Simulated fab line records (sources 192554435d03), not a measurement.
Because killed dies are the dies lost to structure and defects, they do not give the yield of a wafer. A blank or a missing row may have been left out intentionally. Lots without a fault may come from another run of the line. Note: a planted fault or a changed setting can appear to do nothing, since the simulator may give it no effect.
Split-lot study || flow n5Finfet || 21 wafers read across 7 lots, on a route 1938 steps long

== ON THE SPLIT ==
At N5_BEOL_M4_COAT_05 (resist thk 30 nm), the setting spinRpm was moved away from the recipe's 1500 rpm on 7 of the 21 wafers read, by -10.4% to +10.7%. For the rest of the wafers, this setting stayed at what the recipe calls for.

The reading is taken at the split's own step.

== THE READING ==
CAR-EUV_of_BEOL_M4_COAT_05.thkNm (the simulator's own value, which no gauge read), in nm, at N5_BEOL_M4_COAT_05 (resist thk 30 nm). No usual value for it is given in the file. The 14 wafers here that ran the recipe average 30.1 nm, standard deviation 0.096 nm.

{"wafer": "L074.2", "tool, chamber at the split": "lithoTrack-03, 0", "spinRpm as run, rpm": 1500, "against the recipe": "recipe", "CAR-EUV_of_BEOL_M4_COAT_05.thkNm, nm": 30, "against lot-mates on the recipe": "-"}
{"wafer": "L074.3", "tool, chamber at the split": "lithoTrack-03, 0", "spinRpm as run, rpm": 1500, "against the recipe": "recipe", "CAR-EUV_of_BEOL_M4_COAT_05.thkNm, nm": 30, "against lot-mates on the recipe": "-"}
{"wafer": "L074.5", "tool, chamber at the split": "lithoTrack-03, 0", "spinRpm as run, rpm": 1500, "against the recipe": "recipe", "CAR-EUV_of_BEOL_M4_COAT_05.thkNm, nm": 30, "against lot-mates on the recipe": "-"}
{"wafer": "L082.2", "tool, chamber at the split": "lithoTrack-02, 0", "spinRpm as run, rpm": 1661, "against the recipe": "+10.7%", "CAR-EUV_of_BEOL_M4_COAT_05.thkNm, nm": 28.6, "against lot-mates on the recipe": -1.6}
{"wafer": "L082.6", "tool, chamber at the split": "lithoTrack-02, 0", "spinRpm as run, rpm": 1661, "against the recipe": "+10.7%", "CAR-EUV_of_BEOL_M4_COAT_05.thkNm, nm": 28.6, "against lot-mates on the recipe": -1.6}
{"wafer": "L082.4", "tool, chamber at the split": "lithoTrack-02, 0", "spinRpm as run, rpm": 1500, "against the recipe": "recipe", "CAR-EUV_of_BEOL_M4_COAT_05.thkNm, nm": 30.2, "against lot-mates on the recipe": "-"}
{"wafer": "L083.2", "tool, chamber at the split": "lithoTrack-03, 0", "spinRpm as run, rpm": 1500, "against the recipe": "recipe", "CAR-EUV_of_BEOL_M4_COAT_05.thkNm, nm": 30, "against lot-mates on the recipe": "-"}
{"wafer": "L083.4", "tool, chamber at the split": "lithoTrack-03, 0", "spinRpm as run, rpm": 1500, "against the recipe": "recipe", "CAR-EUV_of_BEOL_M4_COAT_05.thkNm, nm": 30, "against lot-mates on the recipe": "-"}
{"wafer": "L083.6", "tool, chamber at the split": "lithoTrack-03, 0", "spinRpm as run, rpm": 1546, "against the recipe": "+3.1%", "CAR-EUV_of_BEOL_M4_COAT_05.thkNm, nm": 29.6, "against lot-mates on the recipe": -0.4}
{"wafer": "L087.2", "tool, chamber at the split": "lithoTrack-03, 0", "spinRpm as run, rpm": 1500, "against the recipe": "recipe", "CAR-EUV_of_BEOL_M4_COAT_05.thkNm, nm": 30, "against lot-mates on the recipe": "-"}
{"wafer": "L087.5", "tool, chamber at the split": "lithoTrack-03, 0", "spinRpm as run, rpm": 1500, "against the recipe": "recipe", "CAR-EUV_of_BEOL_M4_COAT_05.thkNm, nm": 30, "against lot-mates on the recipe": "-"}
{"wafer": "L087.6", "tool, chamber at the split": "lithoTrack-03, 0", "spinRpm as run, rpm": 1545, "against the recipe": "+3.0%", "CAR-EUV_of_BEOL_M4_COAT_05.thkNm, nm": 29.6, "against lot-mates on the recipe": -0.4}
{"wafer": "L089.3", "tool, chamber at the split": "lithoTrack-03, 0", "spinRpm as run, rpm": 1500, "against the recipe": "recipe", "CAR-EUV_of_BEOL_M4_COAT_05.thkNm, nm": 30, "against lot-mates on the recipe": "-"}
{"wafer": "L089.4", "tool, chamber at the split": "lithoTrack-03, 0", "spinRpm as run, rpm": 1500, "against the recipe": "recipe", "CAR-EUV_of_BEOL_M4_COAT_05.thkNm, nm": 30.2, "against lot-mates on the recipe": "-"}
{"wafer": "L089.5", "tool, chamber at the split": "lithoTrack-03, 0", "spinRpm as run, rpm": 1500, "against the recipe": "recipe", "CAR-EUV_of_BEOL_M4_COAT_05.thkNm, nm": 30.2, "against lot-mates on the recipe": "-"}
{"wafer": "L091.2", "tool, chamber at the split": "lithoTrack-04, 0", "spinRpm as run, rpm": 1344, "against the recipe": "-10.4%", "CAR-EUV_of_BEOL_M4_COAT_05.thkNm, nm": 31.8, "against lot-mates on the recipe": "+1.6"}
{"wafer": "L091.3", "tool, chamber at the split": "lithoTrack-04, 0", "spinRpm as run, rpm": 1500, "against the recipe": "recipe", "CAR-EUV_of_BEOL_M4_COAT_05.thkNm, nm": 30.2, "against lot-mates on the recipe": "-"}
{"wafer": "L091.4", "tool, chamber at the split": "lithoTrack-04, 0", "spinRpm as run, rpm": 1344, "against the recipe": "-10.4%", "CAR-EUV_of_BEOL_M4_COAT_05.thkNm, nm": 31.6, "against lot-mates on the recipe": "+1.4"}
{"wafer": "L095.1", "tool, chamber at the split": "lithoTrack-02, 0", "spinRpm as run, rpm": 1354, "against the recipe": "-9.7%", "CAR-EUV_of_BEOL_M4_COAT_05.thkNm, nm": 31.4, "against lot-mates on the recipe": "+1.3"}
{"wafer": "L095.5", "tool, chamber at the split": "lithoTrack-02, 0", "spinRpm as run, rpm": 1500, "against the recipe": "recipe", "CAR-EUV_of_BEOL_M4_COAT_05.thkNm, nm": 30.2, "against lot-mates on the recipe": "-"}
{"wafer": "L095.6", "tool, chamber at the split": "lithoTrack-02, 0", "spinRpm as run, rpm": 1500, "against the recipe": "recipe", "CAR-EUV_of_BEOL_M4_COAT_05.thkNm, nm": 30, "against lot-mates on the recipe": "-"}

FIT RESULTS
A straight line over all 21 wafers: CAR-EUV_of_BEOL_M4_COAT_05.thkNm changes by -0.145 nm for each +1% of spinRpm; r = -0.99; the points scatter about the line by 0.1 nm.
The same after taking each lot's own level away (the mean of its wafers on the recipe; 21 wafers): -0.144 nm for each +1%; r = -1.00; scatter 0.067 nm.
On that fit, the largest move of spinRpm shifts the reading by 1.5 nm.
The span of the lots' own levels, 30.00 to 30.20 nm, comes to 2.1 times the standard deviation stated above.
The two slopes agree, so the slope changes little with the lot-to-lot level.
Check: with one of the wafers moved furthest among these (+10.7%) left out of the fit, the line predicts -1.54 nm for it against its lot-mates. Against them it came out at -1.6 nm.

== THE OTHER SPLITS THESE WAFERS WENT THROUGH ==
These wafers also went through other splits before the reading. Each is held against what the fit with the lots' levels taken away leaves over:
{"other split on the same wafers": "N5_BEOL_M3_COAT_73 tempC", "wafers away from the commonest value": 7, "r with CAR-EUV_of_BEOL_M4_COAT_05.thkNm (lot level and that fit taken away)": "+0.15"}

== FILE'S OWN FIT ==
CAR-EUV_of_BEOL_M4_COAT_05.thkNm changes by -0.142 nm for each +1% of spinRpm, r = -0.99.
